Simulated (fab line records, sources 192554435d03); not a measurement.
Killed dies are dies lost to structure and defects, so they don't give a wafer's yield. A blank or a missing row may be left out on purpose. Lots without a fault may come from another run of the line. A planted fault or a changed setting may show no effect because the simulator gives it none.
fab line records | flow n5_finfet
record lots=10 wafers=27 last_day=18
route steps=1938 shown MOL_CONTACT_COAG@526 BEOL_M4@1111 PASSIVATION@1936
lots that met no fault: from a run of the same line without faults
start_h: hours from the record's first day to the start of the lot's first wafer shown | wait_h: hours since the lot's step before | " the same as in the row above | L1.1+2: a row that stands for several wafers | - no value, or no start given | * or withheld: withheld | < > ~ a bound
route shown NAME@n: a module of which the file shows steps, and the number in the route of the first | usual: mean/standard deviation of fault-free wafers | same: alike in all rows | chamber/n: place in a boat | sites: the reading at each site | _std_site: their standard deviation | _edge_site: outer sites' mean less inner sites' | radius_mm: how far each site lies from the wafer's centre | mask NAME#n: copy n | behind: the tool/chamber that last shaped the wafer | hold: why the lot was held/for how many hours/how that ended | device: the transistor (n, p or np) that didn't switch | end of line: the same wafers' tests at the end of the route | a step without rows: its recipe alone | killed: dies lost to structure and defects at the first sort, not the wafer's yield | map: a wafer's dies, x killed, . not, _ none there
set.NAME: the setting as run; set.NAME@STEP: as run at that earlier step | model.NAME: the simulator's own value behind a step, which no gauge read
steps of the route over a sample of lots; a table a step, a row a wafer
services: from which hour (start_h, from the record's first day; less than 0 if before it) a tool's chamber was out of use, for how many hours, and why
## steps
# step N5_MOL_CONTACT_COAG_CD_MEAS_08
# recipe target_cd_nm=28 landing_energy_ev=500 detector=se_inlens polarity=opening
# usual cd_nm=28.01/0.24
# same landing_energy_ev=500
# columns lot.wafer tool chamber start_h wait_h cd_nm
L828.1 cd_sem-02 0 96.34 - 27.67
L828.2 " 0 " " 27.59
L828.3 " 0 " " 27.85
L829.3 cd_sem-01 0 102.44 - 28.08
L829.4 " 0 " " 28.08
L829.6 " 0 " " 28.26
L832.2 cd_sem-02 0 113.64 - 28.03
L832.4 " 0 " " 27.67
L832.5 " 0 " " 28.18
L833.3 cd_sem-03 0 121.22 - 28.32
L833.4 " 0 " " 28.13
L833.6 " 0 " " 28.09
L839.2 cd_sem-02 0 162.55 - 28.04
L839.4 " 0 " " 27.98
L839.6 " 0 " " 27.90
L840.1 cd_sem-03 0 165.64 - 27.76
L840.2 " 0 " " 28.30
L840.4 " 0 " " 27.70
L846.4 cd_sem-03 0 200.37 - 28.38
L846.6 " 0 " " 27.88
L848.4 cd_sem-01 0 209.36 - 27.82
L848.6 " 0 " " 27.87
L849.1 cd_sem-01 0 212.75 - 27.73
L849.4 " 0 " " 28.24
L851.4 cd_sem-03 0 226.44 - 27.97
L851.5 " 0 " " 28.31
L851.6 " 0 " " 27.97
# step N5_MOL_CONTACT_COAG_ETCH_105
# recipe chemistry=CF4 target=SiARC target_depth_a=156 mask_material=CAR-EUV time_s=26 ion_energy_ev=80 pressure_mtorr=40 source_w=545 bias_w=36 Ar_flow_sccm=100 cf4_flow_sccm=100 ends=cleared
# usual drypump_motor_current_A=5.5/0.36 etch_rf_on_time_s=26.3/0.41 mfc_ar_sccm=100.0/0.3 oes_product_au=0.66/0.07 rf_vpp_V=184.1/1.3 showerhead_plenum_p_Torr=2.14/0.078 throttle_valve_pct=15.61/0.19
# columns lot.wafer tool chamber start_h wait_h drypump_motor_current_A etch_rf_on_time_s mfc_ar_sccm oes_product_au rf_hours_counter_h rf_vpp_V showerhead_plenum_p_Torr throttle_valve_pct
L828.1 rie_diel-04 0 96.87 0.0 5.9 26.9 100.5 0.61 167 183.2 2.06 15.76
L828.2 " 2 " " 4.8 26.1 100.5 0.79 13 182.7 2.10 15.40
L828.3 " 3 " " 5.6 27.0 100.3 0.60 165 182.0 2.05 15.62
L829.3 rie_diel-05 3 102.61 0.0 5.7 27.2 100.3 0.58 244 182.6 2.03 15.86
L829.4 " 1 " " 5.5 26.9 99.6 0.64 161 182.8 2.07 15.73
L829.6 " 3 " " 5.7 26.9 99.9 0.59 - 183.7 2.03 15.87
L832.2 rie_diel-05 3 113.98 0.0 5.7 26.7 99.6 0.59 249 181.2 2.02 15.89
L832.4 " 1 " " 5.5 26.3 99.3 0.64 - 184.1 2.07 15.74
L832.5 " 3 " " 5.7 26.9 99.7 0.58 - 182.6 2.02 15.86
L833.3 rie_diel-02 3 121.39 0.0 5.3 25.9 99.7 0.79 18 185.2 2.20 15.51
L833.4 " 2 " " 5.9 25.8 99.6 0.63 179 185.8 2.22 15.79
L833.6 " 0 " " 5.7 26.7 100.1 0.61 - 181.9 2.05 15.63
L839.2 rie_diel-02 3 162.73 0.0 5.3 26.0 100.1 0.77 32 185.7 2.19 15.54
L839.4 " 2 " " 5.9 25.5 100.4 0.62 192 184.9 2.21 15.79
L839.6 " 3 " " 5.4 26.0 100.6 0.76 - 184.6 2.19 15.52
L840.1 rie_diel-05 2 165.82 0.0 5.9 26.4 100.2 0.61 192 184.5 2.22 15.60
L840.2 " 3 " " 5.7 26.9 100.1 0.77 12 184.9 2.27 15.39
L840.4 " 1 " " 5.5 26.8 99.8 0.62 186 182.7 2.06 15.76
L846.4 rie_diel-05 0 200.78 0.0 5.0 26.0 99.4 0.67 89 185.0 2.16 15.29
L846.6 " 1 " " 5.5 26.8 99.6 0.62 - 181.7 2.05 15.80
L848.4 rie_diel-05 1 209.53 0.0 5.5 26.6 99.8 0.62 202 182.1 2.05 15.81
L848.6 " 1 " " 5.5 26.6 100.3 0.62 - 182.1 2.05 15.80
L849.1 rie_diel-05 3 213.36 0.0 5.7 26.3 100.4 0.74 26 185.1 2.27 15.43
L849.4 " 0 " " 5.0 25.7 100.4 0.68 - 184.2 2.16 15.28
L851.4 rie_diel-02 2 227.67 0.0 5.9 25.8 100.0 0.61 215 184.8 2.20 15.85
L851.5 " 0 " " 5.7 27.1 100.4 0.59 - 181.9 2.04 15.69
L851.6 " 1 " " 4.9 26.0 100.3 0.71 - 184.9 2.19 15.36
# step N5_MOL_CONTACT_COAG_ALD_27
# recipe material=SiOC target_thk_a=170 temp_c=400 ald_precursor_family=carbosiloxane ald_co_reactant=H2-plasma pulse_time_s=1.5 time_s=2720 purge_time_s=2 co_reactant_purge_time_s=2 ald_cycles=340 pressure_torr=2
# usual ald_cycles=340/0 heater_power_w=849/89 precursor_pulse_height_rel=1.004/0.02 run_length_s=2769.7/0.4 time_s=2720/0
# same co_reactant_purge_time_s=2
# columns lot.wafer tool chamber start_h wait_h ald_cycles heater_power_w precursor_pulse_height_rel run_length_s time_s
L828.1 ald_sin-02 2 104.06 2.2 340 724 0.976 2769.5 2720
L828.2 " 3 " " 340 792 1.004 2770.1 2720
L828.3 " 0 " " 340 894 1.005 2769.5 2720
L829.3 ald_sin-02 3 109.02 0.0 340 751 1.017 2769.9 2720
L829.4 " 0 " " 340 857 1.003 2769.9 2720
L829.6 " 0 " " 340 887 0.982 2770.2 2720
L832.2 ald_sin-01 3 120.27 0.1 340 891 0.977 2769.7 2720
L832.4 " 1 " " 340 872 0.974 2769.1 2720
L832.5 " 2 " " 340 1023 0.998 2769.9 2720
L833.3 ald_sin-02 3 126.72 0.0 340 773 0.999 2769.9 2720
L833.4 " 2 " " 340 708 1.001 2769.7 2720
L833.6 " 0 " " 340 875 0.999 2769.7 2720
L839.2 ald_sin-02 1 169.46 0.0 340 786 1.012 2769.5 2720
L839.4 " 3 " " 340 775 1.020 2770.1 2720
L839.6 " 0 " " 340 883 1.005 2769.9 2720
L840.1 ald_sin-02 2 171.90 0.4 340 735 0.949 2769.1 2720
L840.2 " 1 " " 340 767 0.986 2769.6 2720
L840.4 " 3 " " 340 791 0.996 2769.8 2720
L846.4 ald_sin-02 0 208.29 0.0 546 875 1.005 4418.1 4368
L846.6 " 2 " " 340 711 1.007 2769.8 2720
L848.4 ald_sin-02 0 216.30 0.0 546 898 1.012 4418.1 4368
L848.6 " 0 " " 340 908 0.996 2769.7 2720
L849.1 ald_sin-02 1 218.34 0.0 546 806 1.007 4417.7 4368
L849.4 " 3 " " 546 764 1.043 4417.4 4368
L851.4 ald_sin-01 0 235.09 0.0 340 740 1.004 2770.2 2720
L851.5 " 3 " " 340 874 1.012 2768.9 2720
L851.6 " 0 " " 340 744 1.009 2770.5 2720
# step N5_MOL_CONTACT_COAG_INSPECT_57
# recipe mode=adi inspect_instrument=brightfield
# usual raw_defect_count=209/59
# columns lot.wafer tool chamber start_h wait_h raw_defect_count
L828.1 defect_inspect-01 - 107.01 0.1 219
L828.2 " - " " 361
L828.3 " - " " 292
L829.3 defect_inspect-01 - 111.85 0.0 223
L829.4 " - " " 299
L829.6 " - " " 222
L832.2 defect_inspect-02 - 123.22 0.0 193
L832.4 " - " " 257
L832.5 " - " " 229
L833.3 defect_inspect-02 - 129.55 0.0 215
L833.4 " - " " 118
L833.6 " - " " 172
L839.2 defect_inspect-02 - 172.42 0.1 178
L839.4 " - " " 232
L839.6 " - " " 208
L840.1 defect_inspect-02 - 175.03 0.1 242
L840.2 " - " " 184
L840.4 " - " " 148
L846.4 defect_inspect-02 - 211.96 0.0 246
L846.6 " - " " 292
L848.4 defect_inspect-02 - 219.14 0.0 154
L848.6 " - " " 133
L849.1 defect_inspect-01 - 221.46 0.1 221
L849.4 " - " " 146
L851.4 defect_inspect-02 - 237.92 0.0 318
L851.5 " - " " 291
L851.6 " - " " 301
# step N5_BEOL_M4_RC_MEAS_101
# usual DIBL_N=36.9/1.7 DIBL_P=36.7/2.1 IOFF_N=0.17/0.032 IOFF_P=0.22/0.036 ION_N=674/12 ION_P=461/7 SS_N=71.7/0.6 SS_P=73.4/0.67 VT_N=249/3.1 VT_P=-250/3.2
# columns lot.wafer tool chamber start_h wait_h DIBL_N[mV/V] DIBL_P[mV/V] IOFF_N[nA/um] IOFF_P[nA/um] ION_N[uA/um] ION_P[uA/um] SS_N[mV/dec] SS_P[mV/dec] VT_N[mV] VT_P[mV]
L828.1 prober-01 0 169.52 0.0 35.5 35.5 0.14 0.18 657 448 71.7 72.8 253 -254
L828.2 " 0 " " 36.4 36.6 0.15 0.20 674 464 71.3 73.2 254 -251
L828.3 " 0 " " 35.7 34.9 0.14 0.18 666 456 70.9 73.1 250 -251
L829.3 prober-02 0 192.31 0.3 37.7 37.5 0.18 0.22 674 463 71.6 73.8 250 -249
L829.4 " 0 " " 36.5 35.6 0.16 0.19 666 456 71.3 73.2 250 -252
L829.6 " 0 " " 36.5 36.0 0.16 0.19 676 453 71.7 73.5 250 -252
L832.2 prober-02 0 195.54 0.2 37.5 38.3 0.17 0.21 668 460 71.6 73.6 250 -252
L832.4 " 0 " " 40.4 42.5 0.24 0.28 691 463 72.7 75.5 242 -248
L832.5 " 0 " " 37.1 38.5 0.16 0.21 678 461 72.3 73.6 250 -251
L833.3 prober-02 0 197.64 0.4 38.0 40.4 0.20 0.27 687 469 72.1 73.6 244 -246
L833.4 " 0 " " 35.7 36.3 0.16 0.20 670 464 71.7 72.8 248 -251
L833.6 " 0 " " 37.3 39.3 0.18 0.26 671 463 72.3 73.7 248 -248
L839.2 prober-01 0 231.92 0.2 36.1 35.3 0.15 0.22 668 466 71.4 72.6 250 -246
L839.4 " 0 " " 34.8 34.0 0.13 0.19 656 457 70.9 71.8 253 -252
L839.6 " 0 " " 35.1 34.4 0.14 0.19 665 459 71.9 72.7 252 -249
L840.1 prober-01 0 240.87 0.0 37.7 38.5 0.19 0.26 688 475 72.3 73.5 248 -245
L840.2 " 0 " " 34.9 36.7 0.14 0.21 677 466 70.8 73.7 253 -249
L840.4 " 0 " " 36.2 37.5 0.16 0.23 677 461 72.2 72.3 248 -246
L846.4 prober-02 0 279.58 0.5 34.8 33.6 0.14 0.24 667 467 70.8 72.1 248 -245
L846.6 " 0 " " 37.2 35.8 0.18 0.26 681 471 71.3 73.8 247 -245
L848.4 prober-01 0 289.45 0.5 35.4 37.3 0.16 0.21 681 464 71.1 73.6 248 -250
L848.6 " 0 " " 35.2 37.1 0.15 0.21 682 461 71.0 73.0 250 -249
L849.1 prober-02 0 293.04 0.0 33.9 32.4 0.11 0.16 653 450 71.3 72.7 255 -253
L849.4 " 0 " " 32.0 30.8 0.10 0.14 651 452 69.8 72.5 255 -255
L851.4 prober-01 0 312.33 0.5 39.1 38.5 0.18 0.23 663 460 71.9 74.1 251 -249
L851.5 " 0 " " 37.7 37.1 0.16 0.22 659 458 72.1 73.7 252 -248
L851.6 " 0 " " 39.5 39.5 0.19 0.26 681 467 72.8 73.8 251 -247
# step N5_PASSIVATION_PROBE_49
# usual defect_limited_yield=91.7/1.5 killed_at_M0_to_M3=32/9.6 killed_at_M4_up=13/5.3 killed_at_contacts=12/6.8 killed_at_front_end=36/9.8 killed_at_other=4/3.1 killed_dies=98/17 killed_open=65/13 killed_short=32/8.5 sort_bin_5_function=4.9/0.93 sort_bin_6_memory=3.2/0.67 sort_bin_8_speed=0.00/0.02 sort_n_pass=1082/17
# same gross_dies=1180 killed_at_back_side=0 sort_bin_4_leakage[%]=0
# columns lot.wafer tool chamber start_h wait_h defect_limited_yield[%] killed_at_M0_to_M3 killed_at_M4_up killed_at_contacts killed_at_front_end killed_at_other killed_dies killed_open killed_short sort_bin_5_function[%] sort_bin_6_memory[%] sort_bin_8_speed[%] sort_n_pass
L839.2 prober-02 - 329.90 0.1 91.4 43 9 7 39 4 102 73 29 5.2 3.1 0 1078
L840.1 prober-02 - 361.30 1.2 90.7 39 13 11 44 3 110 75 32 5.8 3.4 0.08 1070
L840.2 prober-02 - 361.35 1.3 92.4 26 8 9 45 2 90 60 30 4.2 3.3 0 1090
L840.4 prober-02 - 361.45 1.4 91.4 27 7 21 45 2 102 68 34 5.3 3.2 0 1078
L846.4 prober-01 - 386.86 0.2 93.2 18 12 12 32 6 80 49 30 4.1 2.5 0 1100
L849.1 prober-01 - 398.41 0.0 91.0 29 14 10 50 3 106 77 27 5.6 3.0 0 1074
# killed by level:class
L839.2 FIN_SAQP:geometric_particle:open=9 BEOL_M1:geometric_particle:open=8 STI_FIN_REVEAL:geometric_particle:open=8 BEOL_M0_SAQP:geometric_particle:open=8 MOL_CONTACT_COAG:geometric_particle:open=7 BEOL_M2:geometric_particle:open=7 BEOL_M3:geometric_particle:open=7 BEOL_M0_SAQP:geometric_particle:short=5
L840.1 STI_FIN_REVEAL:geometric_particle:open=11 MOL_CONTACT_COAG:geometric_particle:open=11 BEOL_M0_SAQP:geometric_particle:open=8 BEOL_M1:geometric_particle:open=8 FIN_SAQP:geometric_particle:open=7 FIN_SAQP:geometric_particle:short=6 BEOL_M2:geometric_particle:open=6 BEOL_M4:geometric_particle:open=5
L840.2 STI_FIN_REVEAL:geometric_particle:open=12 FIN_SAQP:geometric_particle:open=9 FIN_SAQP:geometric_particle:short=8 BEOL_M0_SAQP:geometric_particle:open=8 MOL_CONTACT_COAG:geometric_particle:open=7 BEOL_M0_SAQP:geometric_particle:short=7 BEOL_M3:geometric_particle:open=5 GATE_CUT:geometric_particle:short=4
L840.4 MOL_CONTACT_COAG:geometric_particle:open=19 STI_FIN_REVEAL:geometric_particle:open=17 BEOL_M0_SAQP:geometric_particle:short=7 BEOL_M1:geometric_particle:open=6 GATE_CUT:geometric_particle:short=5 FIN_SAQP:geometric_particle:short=4 GATE_CUT:geometric_particle:open=4 FIN_SAQP:geometric_particle:open=3
L846.4 MOL_CONTACT_COAG:geometric_particle:open=8 BEOL_M4:geometric_particle:open=8 DUMMY_GATE:geometric_particle:open=6 BEOL_M2:geometric_particle:open=5 FIN_SAQP:geometric_particle:open=4 FIN_SAQP:geometric_particle:short=4 STARTING-WAFER:geometric_particle:open=4 MIM_TOP_ETCH:geometric_particle:short=4
L849.1 STI_FIN_REVEAL:geometric_particle:open=10 MOL_CONTACT_COAG:geometric_particle:open=10 BEOL_M3:geometric_particle:open=9 FIN_SAQP:geometric_particle:open=8 FIN_SAQP:geometric_particle:short=7 DUMMY_GATE:geometric_particle:open=7 BEOL_M0_SAQP:geometric_particle:open=7 BEOL_M0_SAQP:geometric_particle:short=6
## services
# columns tool chamber start_h hours kind
ald_sin-02 - 86.82 14.0 pm
ald_sin-02 0 86.82 14.0 vent_cycle
ald_sin-02 1 86.82 14.0 vent_cycle
ald_sin-02 2 86.82 14.0 vent_cycle
ald_sin-02 3 86.82 14.0 vent_cycle
rie_diel-04 - 99.96 4.3 pm
ald_sin-02 0 100.82 - clean
ald_sin-02 1 100.82 - clean
ald_sin-02 2 100.82 - clean
ald_sin-02 3 100.82 - clean
ald_sin-01 - 100.97 0.3 repair
rie_diel-02 - 110.97 2.8 pm
rie_diel-05 0 113.45 3.9 repair
rie_diel-05 - 116.55 0.5 repair
rie_diel-05 3 117.37 - clean
rie_diel-04 3 144.48 1.3 repair
rie_diel-04 1 165.57 6.6 repair
rie_diel-02 1 169.13 2.1 repair
ald_sin-01 0 191.01 13.1 repair
rie_diel-04 - 212.45 14.6 pm
rie_diel-05 0 213.96 11.5 repair
rie_diel-05 - 227.23 15.6 pm
ald_sin-02 2 233.65 4.0 repair
ald_sin-02 1 235.35 1.4 repair
## key
first_sign step=N5_MOL_CONTACT_COAG_ALD_27 reading=ald_cycles direction=up sigmas=99+ usual=* struck=*
effect step=N5_MOL_CONTACT_COAG_ALD_27 reading=time_s direction=up sigmas=99+ usual=* struck=*
met_at N5_MOL_CONTACT_COAG_ALD_27
struck_lots L846,L848,L849
struck_wafers L846.4,L848.4,L849.1,L849.4
not_acting_at N5_MOL_CONTACT_COAG_CD_MEAS_08,N5_MOL_CONTACT_COAG_ETCH_105,N5_MOL_CONTACT_COAG_INSPECT_57
onset_between 171.90 208.29
fault kind=process_parameter_drift tool=ald_sin-02 chamber=- onset_h=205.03 steps=N5_MOL_CONTACT_COAG_ALD_27 channel=ald_cycles offset=* shape=step end_h=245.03 scope=struck_wafers_only acts_in=* stated=*
